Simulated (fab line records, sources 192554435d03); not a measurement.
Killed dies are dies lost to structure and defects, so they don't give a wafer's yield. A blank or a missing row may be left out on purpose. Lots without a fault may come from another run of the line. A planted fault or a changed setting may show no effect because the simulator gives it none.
Which tool did it? | flow n5_finfet | 24 lots, 72 wafers sampled, at 5 steps of a route of 1938

WHAT THE GAUGES READ, wafer by wafer
N5_MOL_CONTACT_COAG_OVL_MEAS_85.
lot  | measured     | on         | VG_OVL (nm)
L074 | day 5 05:20  | overlay-02 | -1.2 -1.4 -0.6
L075 | day 5 07:52  | overlay-01 | 0.5 0.8 -0.3
L076 | day 5 11:19  | overlay-02 | 0.2 0.3 0.8
L077 | day 5 22:35  | overlay-02 | -0.1 -1.0 -0.2
L078 | day 6 05:22  | overlay-01 | 0.2 0.4 1.0
L079 | day 6 09:26  | overlay-02 | -0.1 -1.1 -0.7
L080 | day 6 16:29  | overlay-02 | -0.8 0.1 0.0
L081 | day 6 21:52  | overlay-01 | 0.4 -0.2 -0.3
L082 | day 7 01:32  | overlay-01 | -0.2 0.3 -0.4
L083 | day 7 04:56  | overlay-02 | 0.1 -0.3 -0.2
L084 | day 7 13:26  | overlay-01 | -0.2 -0.5 -0.3
L085 | day 7 22:25  | overlay-01 | -0.5 -0.7 0.0
L086 | day 8 08:56  | overlay-01 | -0.6 -0.2 0.1
L088 | day 8 16:50  | overlay-02 | -0.3 0.1 -0.3
L087 | day 8 17:40  | overlay-02 | -1.0 -0.8 -1.0
L089 | day 9 05:14  | overlay-02 | -0.1 -1.0 -0.9
L090 | day 9 11:22  | overlay-02 | 0.2 -0.3 0.0
L091 | day 9 14:57  | overlay-02 | 0.2 0.3 -0.5
L092 | day 9 21:39  | overlay-02 | -0.4 -0.7 -1.7
L093 | day 10 01:05 | overlay-02 | 1.6 1.4 1.7
L094 | day 10 05:08 | overlay-02 | 1.2 -0.3 1.4
L095 | day 10 08:52 | overlay-02 | 0.2 -1.3 0.2
L096 | day 10 20:14 | overlay-01 | -1.4 -0.5 -1.1
L097 | day 10 23:25 | overlay-01 | -0.6 0.1 -1.1

N5_MOL_CONTACT_COAG_CD_MEAS_137: target cd 16 nm.
lot  | measured     | on        | cd_nm (nm)
L074 | day 5 06:13  | cd_sem-03 | 16.1 15.6 15.3
L075 | day 5 08:47  | cd_sem-03 | 15.2 15.6 15.1
L076 | day 5 12:39  | cd_sem-03 | 15.3 16.4 16.3
L077 | day 5 23:41  | cd_sem-01 | 15.6 15.5 16.0
L078 | day 6 06:40  | cd_sem-03 | 15.5 16.2 15.8
L079 | day 6 10:19  | cd_sem-03 | 15.4 15.3 16.0
L080 | day 6 17:22  | cd_sem-01 | 15.9 15.4 15.5
L081 | day 6 23:05  | cd_sem-01 | 15.7 16.0 16.4
L082 | day 7 02:41  | cd_sem-01 | 14.9 16.0 16.8
L083 | day 7 05:50  | cd_sem-03 | 16.5 15.9 16.5
L084 | day 7 14:42  | cd_sem-02 | 15.9 15.8 15.4
L085 | day 7 23:19  | cd_sem-03 | 16.1 15.9 16.1
L086 | day 8 09:58  | cd_sem-03 | 15.4 15.8 15.9
L088 | day 8 18:08  | cd_sem-03 | 15.5 15.1 15.6
L087 | day 8 18:34  | cd_sem-01 | 15.7 15.3 15.1
L089 | day 9 06:08  | cd_sem-03 | 15.9 15.8 15.6
L090 | day 9 12:21  | cd_sem-03 | 16.0 15.0 15.4
L091 | day 9 16:05  | cd_sem-03 | 16.0 15.3 16.1
L092 | day 9 22:33  | cd_sem-01 | 15.5 15.4 16.0
L093 | day 10 02:19 | cd_sem-02 | 15.9 15.6 15.8
L094 | day 10 06:02 | cd_sem-02 | 15.9 16.4 16.5
L095 | day 10 09:56 | cd_sem-02 | 15.9 15.8 16.0
L096 | day 10 21:08 | cd_sem-03 | 14.9 15.7 16.0
L097 | day 11 00:29 | cd_sem-03 | 15.2 15.8 15.5

N5_MOL_CONTACT_COAG_CD_MEAS_101: target cd 16 nm.
lot  | measured     | on        | cd_nm (nm)
L074 | day 5 07:56  | cd_sem-01 | 16.6 16.3 15.4
L075 | day 5 10:35  | cd_sem-01 | 15.8 16.3 16.1
L076 | day 5 14:13  | cd_sem-03 | 15.7 15.5 15.8
L077 | day 6 00:58  | cd_sem-03 | 16.2 16.1 15.7
L078 | day 6 08:41  | cd_sem-01 | 15.7 15.9 16.5
L079 | day 6 11:35  | cd_sem-03 | 15.3 15.7 16.2
L080 | day 6 18:50  | cd_sem-02 | 16.5 16.2 16.5
L081 | day 7 01:07  | cd_sem-01 | 15.8 15.6 15.4
L082 | day 7 03:58  | cd_sem-03 | 16.0 16.7 15.9
L083 | day 7 07:13  | cd_sem-03 | 15.8 16.1 16.5
L084 | day 7 16:16  | cd_sem-01 | 15.7 16.3 16.0
L085 | day 8 00:52  | cd_sem-03 | 16.4 15.2 15.7
L086 | day 8 11:20  | cd_sem-01 | 15.2 15.8 15.9
L088 | day 8 20:03  | cd_sem-03 | 15.9 15.7 15.6
L087 | day 8 20:13  | cd_sem-03 | 15.5 16.5 16.8
L089 | day 9 07:38  | cd_sem-02 | 15.8 16.1 15.8
L090 | day 9 13:46  | cd_sem-02 | 16.1 15.7 16.4
L091 | day 9 17:20  | cd_sem-01 | 15.5 15.5 16.6
L092 | day 10 00:07 | cd_sem-03 | 16.5 16.1 15.9
L093 | day 10 03:35 | cd_sem-02 | 15.5 16.5 16.0
L094 | day 10 07:26 | cd_sem-01 | 16.5 16.6 16.3
L095 | day 10 11:26 | cd_sem-03 | 16.6 15.7 16.5
L096 | day 10 22:23 | cd_sem-02 | 16.2 15.5 15.7
L097 | day 11 02:02 | cd_sem-01 | 15.7 15.9 16.1

WHICH TOOL RAN EACH LOT (tool, then ch and the chambers of the sampled wafers, then the start)
lot  | N5_MOL_CONTACT_COAG_PRE_CLEAN_141 | N5_MOL_CONTACT_COAG_ALD_123
L074 | pvd_sputter-01, day 4 20:34       | ald_sin-04 ch 0,3, day 5 04:19
L075 | pvd_sputter-02, day 4 23:55       | ald_sin-04 ch 1,2,3, day 5 06:52
L076 | pvd_sputter-02, day 5 04:38       | ald_sin-03 ch 1,2,3, day 5 10:26
L077 | pvd_sputter-02, day 5 15:23       | ald_sin-03 ch 0,1,3, day 5 21:35
L078 | pvd_sputter-02, day 5 19:31       | ald_sin-02 ch 0,1,3, day 6 04:22
L079 | pvd_sputter-01, day 6 02:49       | ald_sin-04 ch 1,2,3, day 6 08:32
L080 | pvd_sputter-03, day 6 09:25       | ald_sin-03 ch 0,1,2, day 6 15:36
L081 | pvd_sputter-01, day 6 12:29       | ald_sin-03 ch 0,1, day 6 20:52
L082 | pvd_sputter-03, day 6 18:44       | ald_sin-02 ch 1,2,3, day 7 00:32
L083 | pvd_sputter-01, day 6 22:17       | ald_sin-02 ch 0,1,3, day 7 04:03
L084 | pvd_sputter-03, day 7 06:47       | ald_sin-04 ch 0,1, day 7 12:34
L085 | pvd_sputter-03, day 7 14:53       | ald_sin-04 ch 0,2,3, day 7 21:25
L086 | pvd_sputter-03, day 8 01:21       | ald_sin-04 ch 0,1,2, day 8 08:04
L088 | pvd_sputter-01, day 8 08:48       | ald_sin-02 ch 0,2,3, day 8 15:55
L087 | pvd_sputter-02, day 8 09:28       | ald_sin-03 ch 0,1,3, day 8 16:41
L089 | pvd_sputter-03, day 8 21:05       | ald_sin-03 ch 1,3, day 9 04:14
L090 | pvd_sputter-03, day 9 03:08       | ald_sin-03 ch 2,3, day 9 10:29
L091 | pvd_sputter-03, day 9 07:59       | ald_sin-02 ch 0,1,2, day 9 14:04
L092 | pvd_sputter-01, day 9 11:17       | ald_sin-04 ch 0,1,2, day 9 20:46
L093 | pvd_sputter-02, day 9 16:32       | ald_sin-04 ch 0,3, day 10 00:04
L094 | pvd_sputter-01, day 9 22:09       | ald_sin-02 ch 0,3, day 10 04:14
L095 | pvd_sputter-02, day 10 01:34      | ald_sin-02 ch 0,3, day 10 07:59
L096 | pvd_sputter-02, day 10 13:49      | ald_sin-03 ch 0,2, day 10 19:22
L097 | pvd_sputter-01, day 10 16:00      | ald_sin-02 ch 0,2, day 10 22:32
- N5_MOL_CONTACT_COAG_PRE_CLEAN_141: time 60 s.
- N5_MOL_CONTACT_COAG_ALD_123: deposits SiNx, target thk 5 nm, pulse time 1 s, purge time 2 s.

WHAT THE TOOLS THEMSELVES READ (means of the sampled wafers that have a number; where no wafer has one, the mark that the record gives instead)
N5_MOL_CONTACT_COAG_PRE_CLEAN_141.
lot  | tool           | heater_power_w (W)
L074 | pvd_sputter-01 | 458
L075 | pvd_sputter-02 | 483
L076 | pvd_sputter-02 | 482
L077 | pvd_sputter-02 | 453
L078 | pvd_sputter-02 | 473
L079 | pvd_sputter-01 | 476
L080 | pvd_sputter-03 | 424
L081 | pvd_sputter-01 | 475
L082 | pvd_sputter-03 | 423
L083 | pvd_sputter-01 | 462
L084 | pvd_sputter-03 | 421
L085 | pvd_sputter-03 | 431
L086 | pvd_sputter-03 | 415
L088 | pvd_sputter-01 | 473
L087 | pvd_sputter-02 | 466
L089 | pvd_sputter-03 | 412
L090 | pvd_sputter-03 | 421
L091 | pvd_sputter-03 | 427
L092 | pvd_sputter-01 | 473
L093 | pvd_sputter-02 | 437
L094 | pvd_sputter-01 | 483
L095 | pvd_sputter-02 | 460
L096 | pvd_sputter-02 | 456
L097 | pvd_sputter-01 | 466

N5_MOL_CONTACT_COAG_ALD_123.
lot  | tool       | heater_power_w (W) | precursor_pulse_height_rel
L074 | ald_sin-04 | 1021               | 1.007
L075 | ald_sin-04 | 900                | 1.014
L076 | ald_sin-03 | 832                | 0.983
L077 | ald_sin-03 | 838                | 1.005
L078 | ald_sin-02 | 823                | 0.998
L079 | ald_sin-04 | 893                | 1.000
L080 | ald_sin-03 | 843                | 0.993
L081 | ald_sin-03 | 855                | 1.024
L082 | ald_sin-02 | 818                | 1.013
L083 | ald_sin-02 | 826                | 0.998
L084 | ald_sin-04 | 948                | 0.972
L085 | ald_sin-04 | 984                | 0.994
L086 | ald_sin-04 | 923                | 0.992
L088 | ald_sin-02 | 870                | 1.007
L087 | ald_sin-03 | 821                | 0.996
L089 | ald_sin-03 | 808                | 0.995
L090 | ald_sin-03 | 832                | 1.005
L091 | ald_sin-02 | 836                | 1.012
L092 | ald_sin-04 | 909                | 1.011
L093 | ald_sin-04 | 960                | 1.013
L094 | ald_sin-02 | 855                | 0.984
L095 | ald_sin-02 | 845                | 1.002
L096 | ald_sin-03 | 882                | 0.991
L097 | ald_sin-02 | 875                | 0.988

THE ANSWER, worked out from the rows above alone
Rule: what is usual is taken from the lots themselves. Put in order of their means at a reading, lots are off if they are a third of the lots or fewer, leave a main group of 4 or more, and stand apart from it by a gap of 3 or more times the standard deviation of the main group's means; of several such gaps the widest counts. A main group whose means are all the same, to the digits that the tables above print for the reading, isn't used. A lot without any number at a reading at which 4 lots or more have one is off too. The other lots that the step has rows for count as sound. The gauges are gone through in route order, then the tools' own readings, and for those a lot's mean is taken as printed above. The first step at which some lot is off is used, and at that step the reading that is off furthest; a lot without a number counts as furthest.
No lot is off at any reading shown: from this, nothing can be told.

WHAT THE SIMULATOR HAD PUT IN
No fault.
